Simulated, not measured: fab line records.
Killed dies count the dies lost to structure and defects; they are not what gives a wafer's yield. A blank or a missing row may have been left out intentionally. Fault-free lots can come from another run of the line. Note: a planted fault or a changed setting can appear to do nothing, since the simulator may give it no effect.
Which tool did it?	flow nand_harc	Sampling: 15 lots, 45 wafers, 4 of 1159 route steps

## WHAT THE GAUGES READ, wafer by wafer
No reading from a measuring or inspecting step in the record can be judged against a usual standard deviation.

## TOOL THAT RAN EACH LOT (tool first, then ch and the chambers of the sampled wafers, then the start)
lot	NHARC_A_STAIRCASE_ETCH_253	NHARC_A_STAIRCASE_DEP_301	NHARC_A_STAIRCASE_EXPOSE_307	NHARC_A_STAIRCASE_HM_OPEN_463
L793	rie_diel-11 ch 0,2, day 11 18:55	pecvd-02 ch 0,1, day 12 05:52	krf_scanner-02 ch 0, day 12 06:25	rie_diel-09 ch 1,3, no start
L800	rie_diel-11 ch 0,1,2, day 12 20:29	pecvd-02 ch 0,1,2, day 13 08:31	krf_scanner-04, day 13 09:08	rie_diel-09 ch 1,3, no start
L799	rie_diel-11 ch 0,1,3, day 12 22:33	pecvd-02 ch 0,1, day 13 12:44	krf_scanner-02, day 13 13:22	rie_diel-11 ch 2,3, no start
L801	rie_diel-10 ch 1,2,3, day 13 09:58	pecvd-02 ch 1,2, day 13 23:46	krf_scanner-02, day 14 00:11	rie_diel-10 ch 0,1,3, no start
L806	rie_diel-09 ch 0,1,3, day 14 17:17	pecvd-03 ch 1,2, day 15 02:24	krf_scanner-02 ch 0, day 15 03:00	rie_diel-10 ch 0,1,2, no start
L808	rie_diel-10 ch 2,3, day 15 03:26	pecvd-04 ch 0,1, day 15 11:37	krf_scanner-03 ch 0, day 15 12:13	rie_diel-11 ch 0,1, no start
L807	rie_diel-11 ch 0,2,3, day 15 03:48	pecvd-03 ch 0,2, day 15 13:30	krf_scanner-04 ch 0, day 15 14:04	rie_diel-11 ch 0,3, no start
L810	rie_diel-09 ch 0,1,3, day 15 08:20	pecvd-03 ch 0,1,2, day 15 20:18	krf_scanner-04 ch 0, day 15 20:47	rie_diel-09 ch 0,1,3, no start
L809	rie_diel-09 ch 0,1,3, day 15 08:50	pecvd-03 ch 1,2, day 15 20:35	krf_scanner-02 ch 0, day 15 21:10	rie_diel-09 ch 1,2,3, no start
L811	rie_diel-11 ch 0,1,2, day 15 20:56	pecvd-04 ch 0,2, day 16 07:02	krf_scanner-03 ch 0, day 16 07:36	rie_diel-10 ch 0,3, no start
L812	rie_diel-11 ch 0,2,3, day 16 01:32	pecvd-04 ch 0,1, day 16 12:07	krf_scanner-03 ch 0, day 16 12:34	rie_diel-09 ch 1,2, no start
L814	rie_diel-10 ch 0,3, day 16 09:14	pecvd-03 ch 0,2, day 16 17:40	krf_scanner-04 ch 0, day 16 18:13	rie_diel-11 ch 0,1,3, no start
L813	rie_diel-09 ch 0,1,2, day 16 11:08	pecvd-02 ch 0,1,2, day 16 19:13	krf_scanner-03 ch 0, day 16 19:48	rie_diel-09 ch 1,2, no start
L815	rie_diel-10 ch 1,2,3, day 16 23:14	pecvd-02 ch 1,2, day 17 07:19	krf_scanner-04 ch 0, day 17 07:53	rie_diel-10 ch 0,2,3, no start
L816	rie_diel-10 ch 0,1,2, day 17 08:02	pecvd-03 ch 0,1, day 17 17:23	krf_scanner-02 ch 0, day 17 17:59	rie_diel-11 ch 0,2,3, no start
- NHARC_A_STAIRCASE_ETCH_253: etches the open film in C4F8/O2, target depth 50 nm, time 20.2 s.
- NHARC_A_STAIRCASE_DEP_301: deposits SiON, target thk 30 nm.
- NHARC_A_STAIRCASE_EXPOSE_307: exposes mask CHOP 50.
- NHARC_A_STAIRCASE_HM_OPEN_463: chemistry O2/COS.

## AS READ BY THE TOOLS THEMSELVES (means over the sampled wafers that have a number; for cases with no such wafer, the mark the record gives instead)
NHARC_A_STAIRCASE_ETCH_253.
lot	tool	bias_w (W)	oes_product_au (a.u.)	rf_vpp_V (V)
L793	rie_diel-11	1001.0	0.930	904
L800	rie_diel-11	1001.1	0.967	900
L799	rie_diel-11	998.4	0.946	897
L801	rie_diel-10	999.5	0.957	894
L806	rie_diel-09	1000.9	0.958	894
L808	rie_diel-10	999.8	0.933	889
L807	rie_diel-11	998.4	0.958	903
L810	rie_diel-09	1000.3	0.926	893
L809	rie_diel-09	998.8	0.979	895
L811	rie_diel-11	999.8	0.920	899
L812	rie_diel-11	1002.8	0.968	902
L814	rie_diel-10	997.6	0.956	903
L813	rie_diel-09	1000.3	0.948	897
L815	rie_diel-10	1001.0	0.969	899
L816	rie_diel-10	998.9	0.987	897

NHARC_A_STAIRCASE_DEP_301.
lot	tool	heater_power_w (W)	susceptor_temp_C (C)
L793	pecvd-02	765	399.93
L800	pecvd-02	826	399.90
L799	pecvd-02	842	400.04
L801	pecvd-02	851	400.01
L806	pecvd-03	826	399.80
L808	pecvd-04	780	399.82
L807	pecvd-03	750	400.02
L810	pecvd-03	789	399.74
L809	pecvd-03	805	399.83
L811	pecvd-04	748	400.08
L812	pecvd-04	690	399.68
L814	pecvd-03	792	399.81
L813	pecvd-02	757	400.07
L815	pecvd-02	796	400.05
L816	pecvd-03	781	400.06

NHARC_A_STAIRCASE_EXPOSE_307.
lot	tool	exposure_dose_mJ_cm2	focus_offset_nm (nm)
L793	krf_scanner-02	45.60	0.3
L800	krf_scanner-04	-	-
L799	krf_scanner-02	-	-
L801	krf_scanner-02	-	-
L806	krf_scanner-02	45.69	0.8
L808	krf_scanner-03	45.66	0.2
L807	krf_scanner-04	45.75	-0.3
L810	krf_scanner-04	45.73	-0.2
L809	krf_scanner-02	45.61	0.1
L811	krf_scanner-03	45.66	-0.3
L812	krf_scanner-03	45.60	-0.8
L814	krf_scanner-04	45.68	-0.1
L813	krf_scanner-03	45.68	-0.4
L815	krf_scanner-04	45.75	0.2
L816	krf_scanner-02	45.66	0.4

NHARC_A_STAIRCASE_HM_OPEN_463.
lot	tool	bias_w (W)	drypump_motor_current_A (A)	oes_product_au (a.u.)	rf_vpp_V (V)	showerhead_plenum_p_Torr (Torr)	throttle_valve_pct (%)
L793	rie_diel-09	300.6	5.4	1.001	466	3.05	28.330
L800	rie_diel-09	299.7	5.4	1.011	465	3.04	28.338
L799	rie_diel-11	300.8	5.8	0.994	471	3.31	28.319
L801	rie_diel-10	300.2	5.5	1.001	466	3.09	28.333
L806	rie_diel-10	299.1	5.2	1.002	467	3.12	28.330
L808	rie_diel-11	299.1	6.1	0.988	466	3.08	28.335
L807	rie_diel-11	299.1	5.8	1.005	470	3.25	28.328
L810	rie_diel-09	299.1	5.3	0.999	466	3.07	28.324
L809	rie_diel-09	300.3	5.3	1.008	467	3.09	28.334
L811	rie_diel-10	299.6	5.9	1.002	470	3.28	28.337
L812	rie_diel-09	299.8	5.3	1.000	468	3.15	28.330
L814	rie_diel-11	299.4	6.0	0.999	468	3.16	28.326
L813	rie_diel-09	299.8	5.3	1.002	467	3.14	28.332
L815	rie_diel-10	299.7	5.6	1.011	468	3.17	28.328
L816	rie_diel-11	299.6	6.0	0.996	471	3.29	28.332

## THE ANSWER, worked out from the rows above alone
Rule: what is usual is taken from the lots themselves. The widest of any qualifying gaps counts: lots, ordered by their means at a reading, are off when they make up no more than a third of the lots, leave a main group of 4 or more, and stand apart from it by 3 or more times the standard deviation of that group's means. Not used: any main group whose means are identical at the precision the tables above print for the reading. A lot without any number at a reading at which 4 lots or more have one is off too. All remaining lots with rows at the step are treated as sound. First the gauges in route order, then the tools' own readings, where a lot's mean is used as printed above. At the first step where some lot is off, the reading lying furthest off is the one used; lots without a number count as furthest.
Off at NHARC_A_STAIRCASE_EXPOSE_307 (exposure_dose_mJ_cm2): L800, L799, L801. Without a number there: L800, L799, L801. The main group: mean 45.67, standard deviation 0.051.
If a tool, at that step or one of the process steps before it, ran each lot that is off and ran no sound lot following the first of them, it fits. No candidate that was tried fits.

## WHAT THE SIMULATOR HAD INSERTED
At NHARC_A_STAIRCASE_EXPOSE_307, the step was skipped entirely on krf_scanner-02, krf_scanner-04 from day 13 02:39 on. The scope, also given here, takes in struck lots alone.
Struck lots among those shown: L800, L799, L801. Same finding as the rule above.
